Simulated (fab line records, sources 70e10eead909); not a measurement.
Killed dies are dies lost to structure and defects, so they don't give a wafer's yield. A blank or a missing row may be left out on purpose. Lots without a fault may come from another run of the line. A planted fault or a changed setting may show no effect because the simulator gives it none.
fab line records | flow nand_harc
record lots=6 wafers=18 last_day=24
route steps=1159 shown P_GATE@170 END@1159
lots that met no fault: from a run of the same line without faults
start_h: hours from the record's first day to the start of the lot's first wafer shown | wait_h: hours since the lot's step before | " the same as in the row above | L1.1+2: a row that stands for several wafers | - no value, or no start given | * or withheld: withheld | < > ~ a bound
route shown NAME@n: a module of which the file shows steps, and the number in the route of the first | usual: mean/standard deviation of fault-free wafers | same: alike in all rows | chamber/n: place in a boat | sites: the reading at each site | _std_site: their standard deviation | _edge_site: outer sites' mean less inner sites' | radius_mm: how far each site lies from the wafer's centre | mask NAME#n: copy n | behind: the tool/chamber that last shaped the wafer | hold: why the lot was held/for how many hours/how that ended | device: the transistor (n, p or np) that didn't switch | end of line: the same wafers' tests at the end of the route | a step without rows: its recipe alone | killed: dies lost to structure and defects at the first sort, not the wafer's yield | map: a wafer's dies, x killed, . not, _ none there
set.NAME: the setting as run; set.NAME@STEP: as run at that earlier step | model.NAME: the simulator's own value behind a step, which no gauge read
lots at some steps of the route; a table a step, a row a wafer
services: from which hour (start_h, from the record's first day; less than 0 if before it) a tool's chamber was out of use, for how many hours, and why
## steps
# step NHARC_P_GATE_CD_MEAS_46
# recipe target_cd_nm=720 landing_energy_ev=500
# usual cd_nm=719.0/1.7
# columns lot.wafer tool chamber start_h wait_h cd_nm
L601.3 cd_sem-03 0 138.67 - 718.4
L601.5 " 0 " " 720.8
L601.6 " 0 " " 719.5
L606.1 cd_sem-02 0 162.33 - 718.5
L606.4 " 0 " " 715.1
L606.6 " 0 " " 720.2
L607.2 cd_sem-02 0 179.96 - 720.5
L607.3 " 0 " " 720.0
L607.4 " 0 " " 717.1
L614.3 cd_sem-03 0 209.62 - 718.3
L614.5 " 0 " " 715.7
L614.6 " 0 " " 718.3
L616.2 cd_sem-03 0 215.75 - 720.7
L616.5 " 0 " " 717.7
L616.6 " 0 " " 719.3
L619.2 cd_sem-01 0 241.18 - 718.7
L619.4 " 0 " " 716.5
L619.6 " 0 " " 719.7
# step NHARC_P_GATE_HARDBAKE_47
# recipe temp_c=125 time_s=80
# step NHARC_P_GATE_DESCUM_48
# recipe time_s=3 o2_flow_sccm=200 ar_flow_sccm=0 bias_power_w=0 chemistry=O2
# usual drypump_motor_current_A=5.9/0.5 oes_product_au=1.003/0.0093 rf_vpp_V=57.8/0.93 showerhead_plenum_p_Torr=1.91/0.085 throttle_valve_pct=11.310/0.0088
# same time_s=3
# columns lot.wafer tool chamber start_h wait_h drypump_motor_current_A oes_product_au rf_hours_counter_h rf_vpp_V showerhead_plenum_p_Torr throttle_valve_pct
L601.3 rie_diel-10 0 138.86 - 5.7 0.988 48 57.5 1.85 11.317
L601.6 " 2 " " 5.0 0.999 - 57.4 1.86 11.302
L601.5 " 1 " " 5.4 0.996 - 58.2 2.03 11.293
L606.4 rie_diel-12 2 162.49 - 6.3 0.996 21 59.2 2.05 11.303
L606.1 " 1 " " 6.6 1.004 20 57.1 1.87 11.301
L606.6 " 3 " " 5.3 1.025 - 57.3 1.98 11.291
L607.4 rie_diel-13 0 180.16 - 5.7 1.008 27 56.3 1.93 11.307
L607.2 " 2 " " 5.8 1.012 27 56.6 1.83 11.316
L607.3 " 3 " " 6.2 1.020 28 58.5 1.89 11.330
L614.3 rie_diel-13 0 209.77 - 5.7 0.999 37 57.0 1.92 11.309
L614.6 " 0 " " 5.7 1.003 - 59.6 1.92 11.320
L614.5 " 1 " " 6.6 1.000 - 57.8 1.90 11.313
L616.2 rie_diel-13 1 215.94 - 6.6 1.012 37 57.4 1.89 11.310
L616.5 " 2 " " 5.9 1.014 - 57.5 1.82 11.308
L616.6 " 3 " " 6.2 1.010 - 56.7 1.89 11.314
L619.2 rie_diel-12 3 241.34 - 5.3 0.993 5 57.3 1.98 11.309
L619.4 " 0 " " 5.4 1.000 6 56.0 1.77 11.304
L619.6 " 3 " " 5.4 0.994 - 57.3 1.98 11.305
# step NHARC_P_GATE_IMPLANT_49
# recipe energy_kev=30 dose_cm2=3e+15 tilt_deg=7
# step NHARC_P_GATE_STRIP_111
# recipe power_w=1500 temp_c=110 time_s=250 chemistry=N2/H2
# usual drypump_motor_current_A=6.0/0.42 heater_power_w=84/3.7 temp_c=110.00/0.14
# same time_s=250
# columns lot.wafer tool chamber start_h wait_h drypump_motor_current_A heater_power_w rf_hours_counter_h temp_c
L601.3 plasma_asher-02 1 139.34 0.2 5.3 80 - 109.60
L601.5 " 1 " " 5.3 82 - 109.89
L601.6 " 0 " " 6.1 81 - 110.23
L606.1 plasma_asher-02 0 162.90 0.2 6.1 80 55 109.89
L606.4 " 0 " " 6.1 80 - 109.85
L606.6 " 1 " " 5.3 81 - 110.09
L607.2 plasma_asher-01 0 180.58 0.2 6.4 85 19 110.34
L607.3 " 1 " " 6.2 87 - 109.98
L607.4 " 0 " " 6.4 84 - 110.19
L614.3 plasma_asher-02 0 210.51 0.5 6.0 84 - 109.96
L614.6 " 1 " " 5.3 81 - 109.77
L614.5 " 0 " " 6.0 82 - 110.13
L616.2 plasma_asher-01 0 216.57 0.5 6.4 83 34 110.17
L616.6 " 0 " " 6.3 85 - 110.23
L616.5 " 1 " " 6.3 90 - 109.94
L619.2 plasma_asher-01 1 241.73 0.2 6.2 88 42 110.03
L619.4 " 1 " " 6.3 90 - 110.12
L619.6 " 1 " " 6.3 87 - 110.29
# step NHARC_P_GATE_STRIP_75
# recipe power_w=1500 temp_c=250 chemistry=O2
# usual drypump_motor_current_A=6.0/0.42 heater_power_w=313/14 temp_c=249.99/0.18
# columns lot.wafer tool chamber start_h wait_h drypump_motor_current_A heater_power_w rf_hours_counter_h temp_c
L601.3 plasma_asher-02 1 139.56 0.2 5.3 300 - 250.05
L601.5 " 1 " " 5.3 293 - 250.21
L601.6 " 0 " " 6.1 293 - 250.20
L606.1 plasma_asher-02 0 163.19 0.2 6.0 295 55 250.13
L606.4 " 0 " " 6.1 298 - 250.22
L606.6 " 1 " " 5.3 294 - 249.86
L607.2 plasma_asher-01 0 180.84 0.2 6.4 313 19 249.61
L607.3 " 1 " " 6.2 320 - 250.16
L607.4 " 0 " " 6.3 318 - 250.01
L614.3 plasma_asher-02 0 210.69 0.1 6.1 309 - 249.80
L614.6 " 1 " " 5.3 307 - 249.65
L614.5 " 0 " " 6.1 309 - 249.78
L616.2 plasma_asher-01 0 216.87 0.2 6.4 317 34 249.78
L616.6 " 0 " " 6.4 310 - 249.84
L616.5 " 1 " " 6.2 328 - 249.94
L619.2 plasma_asher-01 1 242.03 0.2 6.3 333 43 249.68
L619.4 " 1 " " 6.2 334 - 250.05
L619.6 " 1 " " 6.3 328 - 249.89
# step NHARC_P_GATE_STRIP_50
# recipe time_s=900 temp_c=130 chemistry=SPM
# step NHARC_P_GATE_DEHYDRATE_51
# recipe temp_c=150 time_s=120
# step NHARC_P_GATE_HMDS_52
# recipe time_s=30
# step NHARC_P_GATE_COAT_53
# recipe spin_rpm=3000
# step NHARC_P_GATE_SOFTBAKE_54
# recipe temp_c=122 time_s=95
# step NHARC_P_GATE_EBR_55
# step NHARC_P_GATE_EXPOSE_56
# recipe na=0.6 target_cd_nm=720 dose_mj=14.81 mask_id=P_PSD
# usual exposure_dose_mJ_cm2=14.813/0.016
# columns lot.wafer tool chamber start_h wait_h mask exposure_dose_mJ_cm2
L601.3 krf_scanner-04 0 140.24 - P_PSD#0 14.794
L601.5 " 0 " " P_PSD#0 14.804
L601.6 " 0 " " P_PSD#0 14.784
L606.1 krf_scanner-02 0 163.84 - P_PSD#0 11.232
L606.4 " 0 " " P_PSD#0 11.245
L606.6 " 0 " " P_PSD#0 11.250
L607.2 krf_scanner-02 0 181.50 - P_PSD#0 11.231
L607.3 " 0 " " P_PSD#0 11.247
L607.4 " 0 " " P_PSD#0 11.223
L614.3 krf_scanner-01 0 211.44 - P_PSD#0 14.804
L614.5 " 0 " " P_PSD#0 14.817
L614.6 " 0 " " P_PSD#0 14.800
L616.2 krf_scanner-04 0 217.64 - P_PSD#0 14.800
L616.5 " 0 " " P_PSD#0 14.793
L616.6 " 0 " " P_PSD#0 14.787
L619.2 krf_scanner-01 0 242.80 - P_PSD#0 14.805
L619.4 " 0 " " P_PSD#0 14.789
L619.6 " 0 " " P_PSD#0 14.806
# step NHARC_P_GATE_PEB_57
# recipe peb_temp_c=118 peb_time_s=85
# step NHARC_P_GATE_DEVELOP_58
# recipe time_s=70
# step NHARC_P_GATE_CD_MEAS_59
# recipe target_cd_nm=720 landing_energy_ev=500
# usual cd_nm=719.7/1.6
# columns lot.wafer tool chamber start_h wait_h cd_nm
L601.3 cd_sem-01 0 140.39 - 720.3
L601.5 " 0 " " 722.2
L601.6 " 0 " " 721.7
L606.1 cd_sem-03 0 163.99 - 671.6
L606.4 " 0 " " 672.1
L606.6 " 0 " " 670.5
L607.2 cd_sem-01 0 181.66 - 670.2
L607.3 " 0 " " 671.6
L607.4 " 0 " " 671.4
L614.3 cd_sem-03 0 211.59 - 718.3
L614.5 " 0 " " 719.6
L614.6 " 0 " " 721.0
L616.2 cd_sem-01 0 217.79 - 718.7
L616.5 " 0 " " 718.3
L616.6 " 0 " " 719.1
L619.2 cd_sem-01 0 242.95 - 719.1
L619.4 " 0 " " 720.1
L619.6 " 0 " " 716.2
# step NHARC_P_GATE_HARDBAKE_60
# recipe temp_c=125 time_s=80
# step NHARC_END_SORT_01
# recipe temp_c=25
# usual killed_at_array=27/8 killed_at_other=0.8/1.2 killed_at_periphery=3.3/2.3 killed_dies=31/8.8 killed_open=3.2/2.1 killed_short=2.1/1.4
# same gross_dies=677
# columns lot.wafer tool chamber start_h wait_h killed_at_array killed_at_other killed_at_periphery killed_dies killed_open killed_short
L607.3 prober-01 0 531.39 3.1 41 0 5 46 7 2
L616.6 prober-01 0 554.00 4.0 22 0 7 29 2 2
# killed by level:class
L607.3 A_CHANNEL_HOLE_D1:chamber_film_flake=17 A_SLIT:chamber_film_flake=11 A_CONTACT:chamber_film_flake=6 A_CHANNEL_FILL_D1:geometric_particle:open=3 A_ONON_D1:geometric_particle:short=2 P_GATE:area_expose=2 P_STI:geometric_particle:open=1 P_M0:geometric_particle:open=1
L616.6 A_CONTACT:chamber_film_flake=7 A_CHANNEL_HOLE_D1:chamber_film_flake=4 A_CHANNEL_FILL_D1:chamber_film_flake=4 A_SLIT:chamber_film_flake=3 P_STI:chamber_film_flake=2 A_WL_FILL:chamber_film_flake=2 P_GATE:geometric_particle:open=1 P_GATE:geometric_particle:short=1
## services
# columns tool chamber start_h hours kind
krf_scanner-04 - 126.00 4.0 pm
krf_scanner-01 - 132.11 1.1 repair
rie_diel-10 3 135.29 5.7 repair
krf_scanner-02 - 141.19 0.5 repair
plasma_asher-01 - 151.27 1.7 repair
rie_diel-12 1 151.90 5.1 repair
rie_diel-13 1 153.99 7.6 repair
rie_diel-12 - 157.18 0.4 repair
krf_scanner-02 - 160.43 2.5 repair
krf_scanner-01 - 164.14 0.3 repair
krf_scanner-01 - 167.30 0.5 repair
plasma_asher-02 - 174.65 0.9 repair
rie_diel-10 - 177.11 9.0 pm
plasma_asher-02 - 185.16 9.0 pm
plasma_asher-02 0 185.16 9.0 vent_cycle
plasma_asher-02 1 185.16 9.0 vent_cycle
plasma_asher-02 0 194.16 - clean
plasma_asher-02 1 194.16 - clean
rie_diel-12 - 202.40 9.0 pm
krf_scanner-02 - 210.00 4.0 pm
plasma_asher-02 - 215.56 1.7 repair
rie_diel-12 2 222.07 8.8 repair
rie_diel-12 1 225.80 1.7 repair
rie_diel-10 0 236.55 13.4 repair
## key
first_sign step=NHARC_P_GATE_EXPOSE_56 reading=exposure_dose_mJ_cm2 direction=down sigmas=99+ usual=14.813 struck=11.238
effect step=NHARC_P_GATE_CD_MEAS_59 reading=cd_nm direction=down sigmas=30 usual=719.7 struck=671.2
met_at NHARC_P_GATE_EXPOSE_56
struck_wafers L606.1,L606.4,L606.6,L607.2,L607.3,L607.4
tester_left_out L606,L607
fault kind=process_parameter_drift tool=krf_scanner-02 chamber=- onset_h=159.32 steps=NHARC_P_GATE_EXPOSE_56 channel=dose_mj offset=-3.5954 shape=step acts_in=these_recipes_only stated=14.81
# tester_left_out: of these lots the tester's yield and bins aren't shown, on N5 and GAA mostly nor the transistor test; their killed dies are dies lost to structure and defects alone, not to doping, threshold or leakage, so they don't give the yield
